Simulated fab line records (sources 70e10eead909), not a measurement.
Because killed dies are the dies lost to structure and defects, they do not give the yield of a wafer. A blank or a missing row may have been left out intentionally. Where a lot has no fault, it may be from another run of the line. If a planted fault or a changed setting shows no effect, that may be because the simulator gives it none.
fab line records	flow nand_harc	part 1 of 2: steps 1 to 4 of 6
[record] lots = 19	wafers = 57	last_day = 33
route steps=1302 shown A_CHANNEL_HOLE_D2@593 A_CHANNEL_FILL_D2@629 A_STAIRCASE@651
lots with no fault: from the same line, run without faults
start_h: hours from the record's opening day to when the first of the lot's shown wafers began	wait_h: how many hours have passed since the lot's step before this one	" unchanged from the row above	L1.1+2: a row that stands for several wafers	- no value, or no start was given	* or withheld: withheld	< > ~ a bound
route shown NAME@n: names a module that has steps shown in the file, with the first one's number in the route	usual: mean/standard deviation of fault-free wafers	same: alike in all rows	chamber/n: place in a boat	sites: readings site by site	_std_site: the values' standard deviation	_edge_site: outer sites' mean less inner sites'	radius_mm: for every site, how far away it sits from the centre of the wafer	mask NAME#n: copy n	behind: tool/chamber where the wafer was last shaped	hold: reason for holding the lot/hours on hold/outcome of the hold	device: the n, p or np transistor that did not switch	end of line: tests run on the same wafers once the route is complete	step lacking rows: just its recipe	killed: not the wafer's yield, but the dies lost to structure and defects at the first sort	map: the dies of a wafer, with x for killed, . for not killed, _ for no die there
set.NAME: the run value of the setting; set.NAME@STEP: its run value at that earlier step	model.NAME: the simulator's own value behind a step, which no gauge read
the route's steps for a sample of lots (tables are steps, rows are wafers)
services: the hour from which a tool's chamber was out of use, counted from the record's first day as start_h (under 0 if before that day), plus the number of hours and why
[[steps]]
[step NHARC_A_CHANNEL_HOLE_D2_ETCH_21]
[recipe] bias_v = 3000	source_w = withheld	pressure_mtorr = 20	time_s = 514.3	ar_flow_sccm = 375	c4f8_flow_sccm = 89.3	o2_flow_sccm = 35.7	temp_c = -20	target_depth_a = 16000	chemistry = C4F8/O2/Ar
[usual] drypump_motor_current_A = 5.7/0.4	mfc_ar_sccm = 374.9/1.1	oes_air_line_au = 1.002/0.019	showerhead_plenum_p_Torr = 3.65/0.14	throttle_valve_pct = 32.155/0.0096
lot.wafer	tool	chamber	start_h	wait_h	drypump_motor_current_A	mfc_ar_sccm	oes_air_line_au	rf_hours_counter_h	showerhead_plenum_p_Torr	throttle_valve_pct
L074.1	har_etch-01	1	291.07	0.3	5.1	373.9	1.037	150	3.68	32.145
L074.4	"	0	"	"	6.4	374.3	0.991	-	3.54	32.164
L074.6	"	1	"	"	5.1	374.2	0.973	-	3.68	32.153
L075.4	har_etch-02	1	298.30	0.3	5.8	375.6	1.010	-	3.48	32.154
L075.3	"	0	"	"	5.7	375.4	0.969	-	3.69	32.159
L075.5	"	0	"	"	5.6	373.9	0.996	-	3.69	32.148
L076.3	har_etch-02	1	314.07	0.3	5.8	374.1	1.002	-	3.48	32.163
L076.5	"	1	"	"	5.8	373.3	1.019	-	3.48	32.166
L076.6	"	0	"	"	5.7	375.5	0.985	-	3.69	32.167
L078.3	har_etch-02	0	336.25	0.3	5.7	374.2	0.964	-	3.68	32.155
L078.4	"	1	"	"	5.8	374.9	1.006	-	3.47	32.147
L078.6	"	1	"	"	5.8	374.0	1.006	-	3.47	32.159
L077.2	har_etch-01	0	336.78	0.3	6.4	374.7	1.005	173	3.53	32.150
L077.4	"	0	"	"	6.4	376.6	1.032	-	3.53	32.166
L077.3	"	1	"	"	5.1	373.4	0.979	-	3.66	32.151
L079.3	har_etch-02	1	340.44	0.3	5.8	374.9	1.008	-	3.46	32.140
L079.4	"	0	"	"	5.7	374.5	1.045	-	3.68	32.158
L079.5	"	1	"	"	5.8	375.3	1.015	-	3.47	32.160
L080.1	har_etch-02	1	348.38	0.3	5.8	374.8	1.007	390	3.46	32.157
L080.6	"	0	"	"	5.7	374.5	1.006	-	3.67	32.164
L080.5	"	1	"	"	5.8	376.2	1.029	-	3.46	32.157
L081.2	har_etch-01	1	360.73	0.3	5.1	373.5	0.992	192	3.65	32.143
L081.4	"	1	"	"	5.1	376.0	0.995	-	3.65	32.156
L081.5	"	0	"	"	6.4	375.0	0.991	-	3.52	32.147
L083.1	har_etch-01	0	376.73	0.3	6.3	375.5	1.037	200	3.51	32.148
L083.4	"	1	"	"	5.1	375.7	0.973	-	3.65	32.137
L083.5	"	0	"	"	6.4	375.0	1.019	-	3.51	32.170
L082.4	har_etch-01	1	381.07	0.3	5.1	376.5	0.987	-	3.65	32.152
L082.3	"	0	"	"	6.4	375.8	0.973	-	3.51	32.161
L082.6	"	0	"	"	6.4	373.5	0.991	-	3.51	32.147
L084.2	har_etch-01	1	389.72	0.3	5.1	375.0	1.012	211	3.64	32.153
L084.3	"	0	"	"	6.4	378.0	1.004	-	3.50	32.140
L084.5	"	1	"	"	5.1	373.7	0.977	-	3.64	32.157
L088.2	har_etch-01	1	432.65	0.3	5.1	374.8	0.983	234	3.63	32.165
L088.3	"	1	"	"	5.1	374.4	1.017	-	3.63	32.154
L088.6	"	1	"	"	5.1	374.9	0.976	-	3.63	32.159
L087.1	har_etch-01	0	436.73	0.3	6.4	376.3	0.981	238	3.49	32.147
L087.2	"	1	"	"	5.1	374.5	1.038	238	3.63	32.162
L087.4	"	0	"	"	6.4	374.8	0.983	-	3.49	32.161
L090.1	har_etch-02	1	455.66	0.3	5.8	375.9	1.011	31	3.92	32.159
L090.3	"	1	"	"	5.8	374.5	1.015	-	3.92	32.152
L090.5	"	0	"	"	5.7	373.9	1.021	-	3.64	32.155
L091.1	har_etch-02	0	466.23	0.3	5.7	375.9	0.981	39	3.64	32.166
L091.3	"	0	"	"	5.7	375.8	0.997	-	3.64	32.167
L091.6	"	0	"	"	5.7	375.2	0.990	-	3.64	32.154
L093.1	har_etch-02	0	483.58	0.3	5.7	376.1	0.986	50	3.63	32.144
L093.4	"	0	"	"	5.7	373.5	0.974	-	3.63	32.155
L093.5	"	1	"	"	5.8	375.9	0.995	-	3.90	32.138
L094.1	har_etch-02	1	498.46	0.3	5.8	373.3	1.033	54	3.90	32.160
L094.4	"	1	"	"	5.8	374.8	1.030	-	3.90	32.157
L094.6	"	1	"	"	5.8	374.2	1.018	-	3.90	32.172
L095.1	har_etch-01	1	510.00	0.3	5.1	374.2	0.984	280	3.61	32.151
L095.3	"	1	"	"	5.1	373.4	0.997	-	3.61	32.143
L095.5	"	1	"	"	5.1	374.4	1.013	-	3.61	32.146
L097.1	har_etch-02	0	537.29	0.3	5.7	373.4	0.996	81	3.62	32.151
L097.4	"	1	"	"	5.8	374.8	0.990	-	3.89	32.169
L097.5	"	1	"	"	5.8	375.7	0.978	-	3.89	32.165
[step NHARC_A_CHANNEL_FILL_D2_STRIP_29]
[recipe] time_s = 20	o2_flow_sccm = 500	ar_flow_sccm = 0	bias_w = 0	chemistry = O2
[usual] drypump_motor_current_A = 5.9/0.56	mfc_ar_sccm = 0.009/0.011	oes_product_au = 1.000/0.0083	rf_vpp_V = 57.8/0.94	showerhead_plenum_p_Torr = 3.53/0.15	throttle_valve_pct = 17.037/0.0084
[same] bias_w = 0
lot.wafer	tool	chamber	start_h	wait_h	drypump_motor_current_A	mfc_ar_sccm	oes_product_au	rf_hours_counter_h	rf_vpp_V	showerhead_plenum_p_Torr	throttle_valve_pct
L074.1	rie_diel-02	0	-	-	6.0	0	0.989	3	56.4	3.61	17.044
L074.4	"	2	"	"	5.2	0.017	1.001	3	57.3	3.41	17.033
L074.6	"	1	"	"	6.8	0	1.002	-	58.0	3.70	17.028
L075.4	rie_diel-10	1	-	-	5.0	0	1.009	2	58.6	3.75	17.045
L075.3	"	3	"	"	6.7	0	0.988	3	56.3	3.38	17.032
L075.5	"	0	"	"	6.2	0.022	1.022	-	57.9	3.48	17.038
L076.3	rie_diel-13	2	-	-	6.0	0.040	0.999	0	57.1	3.65	17.025
L076.6	"	3	"	"	5.4	0.010	0.999	-	57.1	3.54	17.035
L076.5	"	0	"	"	5.7	0.006	0.994	-	58.7	3.50	17.049
L078.4	rie_diel-02	2	-	-	5.2	0.017	1.015	4	56.8	3.41	17.040
L078.3	"	3	"	"	5.6	0	0.992	3	58.0	3.34	17.024
L078.6	"	1	"	"	6.8	0	0.999	-	57.0	3.70	17.035
L077.2	rie_diel-13	1	-	-	5.4	0.021	1.005	3	58.0	3.45	17.033
L077.4	"	2	"	"	6.1	0.040	0.999	2	56.8	3.64	17.019
L077.3	"	0	"	"	5.7	0.006	0.992	3	58.8	3.50	17.043
L079.4	rie_diel-10	3	-	-	6.8	0	0.988	4	56.6	3.38	17.060
L079.3	"	1	"	"	5.0	0	0.999	3	58.6	3.75	17.032
L079.5	"	2	"	"	6.2	0.011	1.004	-	59.5	3.79	17.041
L080.1	rie_diel-10	1	-	-	5.1	0	0.997	3	57.7	3.75	17.021
L080.5	"	3	"	"	6.7	0	0.983	-	58.2	3.38	17.050
L080.6	"	0	"	"	6.2	0.022	1.006	-	57.5	3.48	17.027
L081.2	rie_diel-10	2	408.58	0.2	6.2	0.011	0.996	4	59.4	3.79	17.034
L081.5	"	0	"	"	6.2	0.022	1.011	-	56.5	3.48	17.046
L081.4	"	2	"	"	6.2	0.011	0.989	-	59.0	3.79	17.038
L083.4	rie_diel-02	0	-	-	6.0	0	1.007	1	57.7	3.61	17.028
L083.1	"	1	"	"	6.7	0	1.007	1	59.3	3.70	17.039
L083.5	"	3	"	"	5.6	0	1.009	-	56.1	3.34	17.032
L082.4	rie_diel-02	1	-	-	6.8	0	0.998	1	59.1	3.70	17.035
L082.3	"	2	"	"	5.2	0.017	1.002	1	57.7	3.41	17.032
L082.6	"	1	"	"	6.8	0	0.999	-	58.3	3.70	17.030
L084.2	rie_diel-02	0	-	-	6.0	0	1.008	1	57.7	3.61	17.034
L084.3	"	1	"	"	6.8	0	1.002	1	57.9	3.70	17.031
L084.5	"	3	"	"	5.5	0	1.005	-	57.6	3.34	17.040
L087.1	rie_diel-02	3	484.28	0.1	5.6	0	0.990	3	56.7	3.34	17.038
L087.2	"	2	"	"	5.2	0.017	1.001	2	57.4	3.41	17.056
L087.4	"	0	"	"	6.0	0	1.007	-	56.9	3.61	17.034
L088.3	rie_diel-10	0	-	-	6.2	0.022	1.015	1	59.9	3.48	17.029
L088.2	"	3	"	"	6.7	0	0.994	2	56.1	3.38	17.033
L088.6	"	0	"	"	6.2	0.022	1.001	-	57.9	3.48	17.037
L090.3	rie_diel-10	2	-	-	6.2	0.011	0.999	2	57.6	3.79	17.040
L090.1	"	3	"	"	6.7	0	0.997	2	57.1	3.38	17.043
L090.5	"	0	"	"	6.2	0.022	1.000	-	59.1	3.48	17.043
L091.3	rie_diel-10	0	-	-	6.3	0.022	1.009	3	57.5	3.48	17.038
L091.1	"	2	"	"	6.2	0.011	1.001	2	59.1	3.79	17.022
L091.6	"	0	"	"	6.2	0.022	1.012	-	57.1	3.48	17.044
L093.1	rie_diel-10	1	-	-	5.1	0	0.995	2	58.2	3.74	17.027
L093.4	"	2	"	"	6.2	0.011	0.994	2	58.4	3.79	17.055
L093.5	"	0	"	"	6.2	0.022	0.993	-	56.6	3.48	17.021
L094.4	rie_diel-02	3	-	-	5.6	0	0.997	5	56.4	3.34	17.053
L094.1	"	0	"	"	6.0	0	0.995	4	59.5	3.61	17.052
L094.6	"	3	"	"	5.6	0	0.999	-	57.3	3.34	17.035
L095.1	rie_diel-10	3	-	-	6.7	0	1.000	4	57.0	3.38	17.037
L095.3	"	1	"	"	5.0	0	1.013	4	58.9	3.74	17.036
L095.5	"	0	"	"	6.2	0.022	0.999	-	57.5	3.48	17.032
L097.1	rie_diel-13	2	-	-	6.0	0.040	0.987	9	56.7	3.63	17.028
L097.4	"	3	"	"	5.4	0.010	1.007	10	57.5	3.53	17.034
L097.5	"	0	"	"	5.7	0.006	1.006	-	57.9	3.48	17.045
[step NHARC_A_STAIRCASE_ETCH_169]
[recipe] target_depth_a = 500	time_s = 107.1	ion_energy_ev = 120	ch3f_flow_sccm = 50	o2_flow_sccm = 30	ar_flow_sccm = 200	rf_w = 500	bias_w = 100	chemistry = CH3F/O2
[usual] bias_w = 100.0/0.32	drypump_motor_current_A = 5.7/0.55	mfc_ar_sccm = 199.9/0.62	oes_product_au = 0.955/0.019	rf_vpp_V = 244.5/1.8	showerhead_plenum_p_Torr = 2.47/0.11	throttle_valve_pct = 20.662/0.0085
lot.wafer	tool	chamber	start_h	wait_h	bias_w	drypump_motor_current_A	mfc_ar_sccm	oes_product_au	rf_hours_counter_h	rf_vpp_V	showerhead_plenum_p_Torr	throttle_valve_pct
L074.1	rie_diel-05	3	351.20	0.1	99.3	6.3	200.4	0.971	33	246.4	2.59	20.668
L074.4	"	0	"	"	100.2	5.9	199.4	0.958	41	241.5	2.32	20.672
L074.6	"	3	"	"	99.9	6.3	200.0	0.976	-	246.1	2.59	20.669
L075.4	rie_diel-09	0	357.36	0.1	99.5	6.1	201.1	0.988	8	245.4	2.50	20.656
L075.3	"	1	"	"	100.0	5.5	199.1	0.990	10	244.7	2.48	20.666
L075.5	"	2	"	"	99.7	5.8	200.6	0.967	-	242.4	2.33	20.676
L076.3	rie_diel-05	1	368.58	0.1	100.1	5.3	199.4	0.952	42	247.0	2.55	20.661
L076.5	"	2	"	"	100.3	4.7	199.9	0.954	-	244.4	2.45	20.659
L076.6	"	3	"	"	100.1	6.3	200.0	0.956	-	246.0	2.59	20.655
L078.4	rie_diel-05	1	393.01	0.1	100.0	5.4	198.8	0.933	50	244.1	2.55	20.657
L078.3	"	2	"	"	99.9	4.7	198.8	0.926	52	244.0	2.45	20.659
L078.6	"	1	"	"	100.4	5.3	199.6	0.927	-	244.5	2.55	20.671
L077.4	rie_diel-05	0	393.06	0.1	99.6	5.9	198.0	0.941	51	242.4	2.31	20.666
L077.3	"	1	"	"	99.8	5.3	199.3	0.929	50	245.4	2.55	20.662
L077.2	"	3	"	"	99.7	6.3	199.0	0.946	47	246.0	2.59	20.657
L079.4	rie_diel-01	0	398.00	0.1	100.2	4.8	199.8	0.967	4	247.0	2.66	20.671
L079.3	"	1	"	"	100.1	6.2	200.6	0.969	5	246.8	2.56	20.663
L079.5	"	1	"	"	100.1	6.3	200.1	0.963	-	245.4	2.56	20.636
L080.1	rie_diel-05	1	402.33	0.1	100.4	5.3	199.6	0.938	54	245.0	2.54	20.671
L080.5	"	1	"	"	100.2	5.3	200.5	0.923	-	245.9	2.54	20.669
L080.6	"	2	"	"	100.1	4.6	200.6	0.922	-	244.1	2.45	20.665
L081.4	rie_diel-09	2	417.40	0.2	100.3	5.8	200.6	0.931	16	242.6	2.33	20.665
L081.2	"	3	"	"	100.1	5.5	199.1	0.919	34	243.5	2.45	20.668
L081.5	"	2	"	"	99.9	5.8	199.9	0.935	-	242.2	2.33	20.650
L083.1	rie_diel-09	3	431.24	0.1	100.0	5.5	199.6	0.957	37	243.9	2.45	20.666
L083.4	"	0	"	"	100.1	6.1	199.8	0.975	37	244.8	2.49	20.661
L083.5	"	2	"	"	99.6	5.8	200.2	0.971	-	241.0	2.33	20.671
L082.4	rie_diel-05	2	437.60	0.1	99.7	4.7	199.5	0.947	6	243.4	2.44	20.674
L082.3	"	0	"	"	100.3	5.8	199.7	0.938	5	241.6	2.31	20.649
L082.6	"	2	"	"	99.9	4.7	200.3	0.943	-	243.8	2.44	20.656
L084.2	rie_diel-09	0	448.54	0.1	99.8	6.1	199.9	0.970	42	242.7	2.48	20.656
L084.3	"	2	"	"	99.8	5.9	200.8	0.964	28	242.1	2.33	20.665
L084.5	"	0	"	"	100.1	6.1	199.5	0.966	-	243.9	2.48	20.660
L087.1	rie_diel-05	0	491.57	0.1	99.9	5.8	200.0	0.958	23	242.2	2.30	20.666
L087.4	"	1	"	"	100.2	5.3	201.5	0.962	23	246.0	2.53	20.654
L087.2	"	2	"	"	99.6	4.6	200.2	0.958	21	244.9	2.44	20.673
L088.3	rie_diel-01	0	495.46	0.1	100.0	4.8	199.3	0.969	33	245.9	2.65	20.664
L088.2	"	1	"	"	99.8	6.2	200.2	0.958	28	246.2	2.55	20.662
L088.6	"	3	"	"	100.5	6.0	199.0	0.957	-	241.8	2.28	20.663
L090.3	rie_diel-01	3	511.03	0.1	99.5	6.0	200.7	0.957	46	241.3	2.28	20.650
L090.1	"	0	"	"	99.5	4.8	199.8	0.961	38	247.8	2.64	20.665
L090.5	"	1	"	"	99.7	6.3	200.3	0.980	-	246.0	2.55	20.663
L091.3	rie_diel-05	0	529.33	0.1	100.4	5.9	200.1	0.971	35	242.2	2.30	20.670
L091.1	"	2	"	"	99.9	4.7	199.2	0.946	33	244.6	2.43	20.658
L091.6	"	0	"	"	100.2	5.9	200.2	0.971	-	240.2	2.30	20.666
L093.4	rie_diel-05	1	537.90	0.1	99.4	5.3	200.2	0.961	38	244.2	2.53	20.667
L093.1	"	2	"	"	99.6	4.7	197.9	0.955	35	244.2	2.43	20.661
L093.5	"	1	"	"	99.4	5.3	200.7	0.961	-	245.1	2.53	20.668
L094.4	rie_diel-09	0	554.52	0.1	100.0	6.1	199.7	0.967	16	244.0	2.47	20.656
L094.1	"	2	"	"	99.9	5.8	198.9	0.989	17	242.2	2.31	20.660
L094.6	"	3	"	"	100.0	5.6	200.2	0.964	-	244.1	2.44	20.665
L095.1	rie_diel-05	2	570.81	0.2	101.0	4.7	199.8	0.922	46	245.0	2.43	20.665
L095.3	"	0	"	"	99.8	5.9	199.9	0.933	46	242.5	2.29	20.658
L095.5	"	2	"	"	100.9	4.7	200.1	0.917	-	244.5	2.43	20.662
L097.4	rie_diel-01	2	592.21	0.1	100.6	6.4	200.5	0.930	10	247.7	2.63	20.668
L097.1	"	3	"	"	100.0	6.0	199.1	0.917	5	246.8	2.66	20.672
L097.5	"	0	"	"	99.7	4.8	200.3	0.925	-	246.5	2.64	20.655
[step NHARC_A_STAIRCASE_TRIM_18]
[recipe] time_s = 211.2	o2_flow_sccm = 500	ar_flow_sccm = 0	bias_w = 0	chemistry = O2
[usual] drypump_motor_current_A = 5.7/0.55	mfc_ar_sccm = 0.009/0.013	oes_product_au = 0.998/0.0076	rf_vpp_V = 57.8/0.84	showerhead_plenum_p_Torr = 3.55/0.17	throttle_valve_pct = 17.036/0.0085
[same] bias_w = 0
lot.wafer	tool	chamber	start_h	wait_h	drypump_motor_current_A	mfc_ar_sccm	oes_product_au	rf_hours_counter_h	rf_vpp_V	showerhead_plenum_p_Torr	throttle_valve_pct
L074.4	rie_diel-09	3	-	-	5.5	0.010	1.005	6	57.4	3.54	17.027
L074.1	"	0	"	"	6.1	0	0.990	7	59.3	3.58	17.052
L074.6	"	2	"	"	5.8	0	1.010	-	56.9	3.36	17.038
L075.3	rie_diel-05	1	-	-	5.3	0.010	0.996	39	58.1	3.65	17.044
L075.4	"	3	"	"	6.4	0.036	0.988	35	58.7	3.72	17.026
L075.5	"	1	"	"	5.3	0.010	0.997	-	59.1	3.66	17.036
L076.3	rie_diel-09	3	-	-	5.5	0.010	0.997	12	58.0	3.53	17.034
L076.6	"	3	"	"	5.6	0.010	0.997	-	57.1	3.53	17.040
L076.5	"	0	"	"	6.1	0	1.004	-	57.5	3.58	17.035
L078.4	rie_diel-01	1	-	-	6.3	0	0.997	5	59.2	3.67	17.041
L078.3	"	0	"	"	4.9	0	1.006	3	58.4	3.81	17.029
L078.6	"	2	"	"	6.4	0	0.995	-	58.6	3.81	17.036
L077.4	rie_diel-01	3	-	-	6.0	0	0.992	3	56.7	3.31	17.025
L077.2	"	0	"	"	4.8	0	0.996	3	58.1	3.81	17.032
L077.3	"	1	"	"	6.2	0	0.997	5	57.0	3.67	17.036
L079.4	rie_diel-05	2	-	-	4.7	0.025	0.989	57	57.8	3.51	17.029
L079.3	"	0	"	"	5.9	0.031	1.002	55	57.6	3.32	17.039
L079.5	"	2	"	"	4.7	0.025	0.984	-	57.0	3.51	17.030
L080.1	rie_diel-01	2	-	-	6.4	0	0.993	8	57.8	3.80	17.046
L080.5	"	2	"	"	6.4	0	1.000	-	59.3	3.80	17.049
L080.6	"	3	"	"	6.1	0	0.980	-	57.3	3.30	17.026
L081.2	rie_diel-05	2	-	-	4.7	0.025	0.992	3	57.5	3.51	17.036
L081.4	"	0	"	"	5.9	0.031	0.997	2	57.7	3.32	17.029
L081.5	"	2	"	"	4.7	0.025	0.993	-	56.8	3.51	17.024
L083.1	rie_diel-09	0	-	-	6.1	0	1.004	38	58.7	3.57	17.033
L083.4	"	1	"	"	5.5	0	1.002	45	57.2	3.54	17.032
L083.5	"	3	"	"	5.6	0.010	0.996	-	59.3	3.52	17.045
L082.3	rie_diel-05	3	-	-	6.4	0.036	0.997	6	58.2	3.70	17.018
L082.4	"	2	"	"	4.7	0.025	0.997	7	57.6	3.50	17.042
L082.6	"	0	"	"	5.8	0.031	0.997	-	57.2	3.32	17.030
L084.3	rie_diel-05	3	-	-	6.3	0.036	1.000	9	58.2	3.70	17.028
L084.2	"	0	"	"	5.9	0.031	0.985	10	57.2	3.32	17.035
L084.5	"	2	"	"	4.6	0.025	0.987	-	57.3	3.50	17.036
L087.1	rie_diel-01	3	-	-	6.1	0	0.993	41	56.4	3.29	17.029
L087.4	"	1	"	"	6.3	0	0.997	28	58.4	3.66	17.031
L087.2	"	2	"	"	6.4	0	0.999	47	58.1	3.78	17.048
L088.2	rie_diel-05	0	-	-	5.9	0.031	0.992	24	57.4	3.31	17.045
L088.3	"	2	"	"	4.7	0.025	0.984	23	57.7	3.50	17.052
L088.6	"	1	"	"	5.3	0.010	0.993	-	58.9	3.63	17.038
L090.3	rie_diel-09	0	-	-	6.1	0	0.994	1	58.0	3.55	17.045
L090.1	"	1	"	"	5.5	0	1.006	1	59.2	3.53	17.052
L090.5	"	3	"	"	5.6	0.010	1.002	-	57.1	3.51	17.044
L091.3	rie_diel-01	3	-	-	6.0	0	0.998	54	56.7	3.28	17.040
L091.1	"	2	"	"	6.4	0	0.998	59	57.4	3.77	17.032
L091.6	"	0	"	"	4.8	0	0.992	-	57.3	3.78	17.039
L093.1	rie_diel-01	3	-	-	6.0	0	0.993	58	56.6	3.28	17.030
L093.4	"	1	"	"	6.3	0	0.983	42	56.0	3.65	17.036
L093.5	"	0	"	"	4.9	0	0.994	-	58.2	3.78	17.045
L094.4	rie_diel-01	0	-	-	4.8	0	0.996	55	58.4	3.78	17.039
L094.1	"	1	"	"	6.3	0	0.991	49	58.3	3.65	17.024
L094.6	"	3	"	"	6.1	0	1.001	-	55.3	3.28	17.043
L095.1	rie_diel-05	3	-	-	6.3	0.036	1.006	48	57.5	3.68	17.028
L095.3	"	0	"	"	5.9	0.031	0.997	49	57.3	3.30	17.049
L095.5	"	2	"	"	4.6	0.025	0.998	-	57.2	3.48	17.036
L097.4	rie_diel-09	2	-	-	5.8	0	1.007	33	57.7	3.32	17.051
L097.1	"	3	"	"	5.6	0.010	1.019	24	57.7	3.49	17.049
L097.5	"	1	"	"	5.5	0	1.011	-	57.7	3.52	17.035
